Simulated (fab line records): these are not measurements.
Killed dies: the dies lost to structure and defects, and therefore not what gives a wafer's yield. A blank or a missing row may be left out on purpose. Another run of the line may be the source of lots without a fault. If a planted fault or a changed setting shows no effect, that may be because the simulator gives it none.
Which tool was responsible?	flow nand_harc	13 lots with 39 wafers sampled at 5 steps, on a route of 1159 steps

== WHAT THE GAUGES READ, wafer by wafer ==
NHARC_END_SORT_01. Usual: killed_at_array 27, standard deviation 11; killed_at_other 0.7, standard deviation 1.1; killed_at_periphery 3.6, standard deviation 2.4; killed_dies 32, standard deviation 11; killed_open 3.3, standard deviation 1.8; killed_short 2.1, standard deviation 1.5.
lot	measured	on	killed_at_array	killed_at_other	killed_at_periphery	killed_dies	killed_open	killed_short	flag
L998	day 20 06:16	prober-01	29 15 14	1 2 0	2 8 2	32 25 16	7 3 0	3 2 1	
L100	day 21 14:20	prober-02	35 25 32	0 1 0	4 7 6	39 33 38	1 3 3	2 2 4	
L106	day 22 13:46	prober-01	29 29 34	0 0 1	3 2 2	32 31 37	2 5 7	3 1 3	
L109	day 22 22:17	prober-02	41 48 36	2 1 2	3 6 4	46 55 42	3 2 1	1 4 3	
L108	day 23 07:19	prober-02	28 32 48	2 0 0	5 3 1	35 35 49	2 2 5	0 0 5	
L110	day 24 00:59	prober-01	16 14 10	0 0 2	4 0 8	20 14 20	5 2 4	1 2 1	
L114	day 25 06:00	prober-02	38 26 40	1 0 0	5 1 1	44 27 41	2 5 3	3 1 1	

== TOOL THAT RAN EACH LOT (tool first, then ch and the chambers of the sampled wafers, then the start) ==
lot	NHARC_A_STAIRCASE_ETCH_225	NHARC_A_STAIRCASE_ETCH_232	NHARC_A_STAIRCASE_STRIP_238	NHARC_A_STAIRCASE_HM_DEP_456
L994	rie_diel-05 ch 0,1, day 11 15:49 or earlier	rie_diel-05 ch 2,3, day 11 15:49 or earlier	plasma_asher-01 ch 0,1, day 11 15:49	acl_dep-01 ch 0, day 11 19:22
L997	rie_diel-05 ch 0,3, day 12 00:01 or earlier	rie_diel-05 ch 0,1, day 12 00:01 or earlier	plasma_asher-01 ch 0,1, day 12 00:01	acl_dep-01 ch 0, day 12 03:23
L998	rie_diel-05 ch 1,3, day 12 07:08 or earlier	rie_diel-13 ch 0,1,2, day 12 07:08 or earlier	plasma_asher-01 ch 0,1, day 12 07:08	acl_dep-03 ch 0, day 12 10:58
L100	rie_diel-05 ch 0,2,3, day 13 05:52 or earlier	rie_diel-13 ch 1,2,3, day 13 05:52 or earlier	plasma_asher-02 ch 0,1, day 13 05:52	acl_dep-02 ch 0, day 13 13:43
L102	rie_diel-13 ch 0,1, day 13 08:41 or earlier	rie_diel-13 ch 0,1,3, day 13 08:41 or earlier	plasma_asher-02 ch 1, day 13 08:41	acl_dep-02 ch 0, day 13 19:41
L104	rie_diel-13 ch 0,2,3, day 13 20:42 or earlier	rie_diel-13 ch 0,1,3, day 13 20:42 or earlier	plasma_asher-02 ch 0,1, day 13 20:42	acl_dep-03 ch 0, day 14 02:35
L106	rie_diel-08 ch 0,1,3, day 14 13:10 or earlier	rie_diel-08 ch 2,3, day 14 13:10 or earlier	plasma_asher-02 ch 0,1, day 14 13:10	acl_dep-02 ch 0, day 14 17:02
L109	rie_diel-05 ch 0,3, day 14 21:22 or earlier	rie_diel-05 ch 0,3, day 14 21:22 or earlier	plasma_asher-02 ch 0,1, day 14 21:22	acl_dep-02 ch 0, day 15 00:12
L108	rie_diel-13 ch 0,1, day 15 10:50 or earlier	rie_diel-13 ch 0,2,3, day 15 10:50 or earlier	plasma_asher-02 ch 0,1, day 15 10:50	acl_dep-03 ch 0, day 15 13:14
L110	rie_diel-08 ch 0,1,3, day 15 11:10 or earlier	rie_diel-13 ch 1,2,3, day 15 11:10 or earlier	plasma_asher-02 ch 0, day 15 11:10	acl_dep-01 ch 0, day 15 15:52
L112	rie_diel-08 ch 0,2,3, day 16 03:33 or earlier	rie_diel-13 ch 1,3, day 16 03:33 or earlier	plasma_asher-01 ch 0,1, day 16 03:33	acl_dep-02 ch 0, day 16 07:30
L114	rie_diel-13 ch 1,3, day 16 19:50 or earlier	rie_diel-13 ch 1,3, day 16 19:50 or earlier	plasma_asher-02 ch 0,1, day 16 19:50	acl_dep-01 ch 0, day 17 00:02
L115	rie_diel-13 ch 1,2,3, day 17 01:10 or earlier	rie_diel-05 ch 1,2,3, day 17 01:10 or earlier	plasma_asher-01 ch 0,1, day 17 01:10	acl_dep-02 ch 0, day 17 05:44
- NHARC_A_STAIRCASE_ETCH_225: etches the open film in C4F8/O2, target depth 100 nm, time 40.5 s.
- NHARC_A_STAIRCASE_ETCH_232: etches the open film in C4F8/O2, target depth 100 nm, time 40.5 s.
- NHARC_A_STAIRCASE_STRIP_238: strips in O2.
- NHARC_A_STAIRCASE_HM_DEP_456: deposits aC, target thk 1500 nm.

== AS READ BY THE TOOLS THEMSELVES (means over the sampled wafers that have a number; for cases with no such wafer, the mark the record gives instead) ==
NHARC_A_STAIRCASE_ETCH_225. Usual: chamber_pressure_mTorr 24.997 mTorr, standard deviation 0.022; oes_product_au 0.940 a.u., standard deviation 0.014; rf_fwd_power_W 593.1 W, standard deviation 2.7; rf_vpp_V 893 V, standard deviation 5.3.
lot	tool	chamber_pressure_mTorr (mTorr)	oes_product_au (a.u.)	rf_fwd_power_W (W)	rf_vpp_V (V)	flag
L994	rie_diel-05	25.001	0.934	593.9	899	
L997	rie_diel-05	24.983	0.933	592.9	893	
L998	rie_diel-05	25.008	0.948	590.7	896	
L100	rie_diel-05	25.003	0.927	591.6	891	
L102	rie_diel-13	24.997	0.934	589.8	892	
L104	rie_diel-13	25.011	0.938	593.6	896	
L106	rie_diel-08	25.011	0.937	594.7	889	
L109	rie_diel-05	25.000	0.943	591.7	891	
L108	rie_diel-13	24.981	0.960	594.0	891	
L110	rie_diel-08	25.008	0.963	593.9	889	
L112	rie_diel-08	24.995	0.931	593.0	889	
L114	rie_diel-13	25.007	0.937	589.9	895	
L115	rie_diel-13	25.010	0.938	592.1	896	

NHARC_A_STAIRCASE_ETCH_232. Usual: chamber_pressure_mTorr 24.998 mTorr, standard deviation 0.023; oes_product_au 0.940 a.u., standard deviation 0.016; rf_fwd_power_W 593.3 W, standard deviation 2.6; rf_vpp_V 893 V, standard deviation 5.2.
lot	tool	chamber_pressure_mTorr (mTorr)	oes_product_au (a.u.)	rf_fwd_power_W (W)	rf_vpp_V (V)	flag
L994	rie_diel-05	24.986	0.944	594.3	892	
L997	rie_diel-05	25.002	0.933	595.3	899	
L998	rie_diel-13	24.986	0.945	592.4	892	
L100	rie_diel-13	24.999	0.923	593.5	897	
L102	rie_diel-13	25.016	0.947	591.8	896	
L104	rie_diel-13	24.977	0.945	592.4	895	
L106	rie_diel-08	24.995	0.936	593.4	888	
L109	rie_diel-05	24.999	0.949	591.5	892	
L108	rie_diel-13	24.995	0.925	594.4	895	
L110	rie_diel-13	24.997	0.925	592.9	897	
L112	rie_diel-13	25.009	0.931	594.7	900	
L114	rie_diel-13	25.015	0.921	595.5	899	
L115	rie_diel-05	25.005	0.946	592.8	895	

NHARC_A_STAIRCASE_STRIP_238. Usual: drypump_motor_current_A 5.7 A, standard deviation 0.46; heater_power_w 353 W, standard deviation 26.
lot	tool	drypump_motor_current_A (A)	heater_power_w (W)	flag
L994	plasma_asher-01	5.2	354	
L997	plasma_asher-01	5.2	355	
L998	plasma_asher-01	5.5	364	
L100	plasma_asher-02	6.0	345	
L102	plasma_asher-02	5.8	350	
L104	plasma_asher-02	5.9	340	
L106	plasma_asher-02	6.0	345	
L109	plasma_asher-02	6.0	348	
L108	plasma_asher-02	6.0	347	
L110	plasma_asher-02	6.2	319	
L112	plasma_asher-01	5.4	386	
L114	plasma_asher-02	6.1	334	
L115	plasma_asher-01	5.3	365	

NHARC_A_STAIRCASE_HM_DEP_456. Usual: throttle_valve_pct 34.999 %, standard deviation 0.0094.
lot	tool	throttle_valve_pct (%)	flag
L994	acl_dep-01	35.000	
L997	acl_dep-01	35.000	
L998	acl_dep-03	34.997	
L100	acl_dep-02	35.003	
L102	acl_dep-02	35.002	
L104	acl_dep-03	35.014	
L106	acl_dep-02	35.001	
L109	acl_dep-02	34.993	
L108	acl_dep-03	34.989	
L110	acl_dep-01	35.006	
L112	acl_dep-02	34.998	
L114	acl_dep-01	35.005	
L115	acl_dep-02	34.997	

== THE ANSWER, worked out from the rows above alone ==
Rule: a lot counts as off when the mean over its wafers that have a number is more than 3 standard deviations away from the usual mean. A lot without any number at a reading at which 4 lots or more have one is off too. Any other lot the step has rows for is counted as sound. Order of review: gauges by route order, followed by the tools' own readings, for which a lot's mean as printed above is used. At the first step where some lot is off, the reading lying furthest off is the one used; lots without a number count as furthest.
Nothing can be told from this: no lot is off at any reading shown.

== WHAT THE SIMULATOR PUT IN ==
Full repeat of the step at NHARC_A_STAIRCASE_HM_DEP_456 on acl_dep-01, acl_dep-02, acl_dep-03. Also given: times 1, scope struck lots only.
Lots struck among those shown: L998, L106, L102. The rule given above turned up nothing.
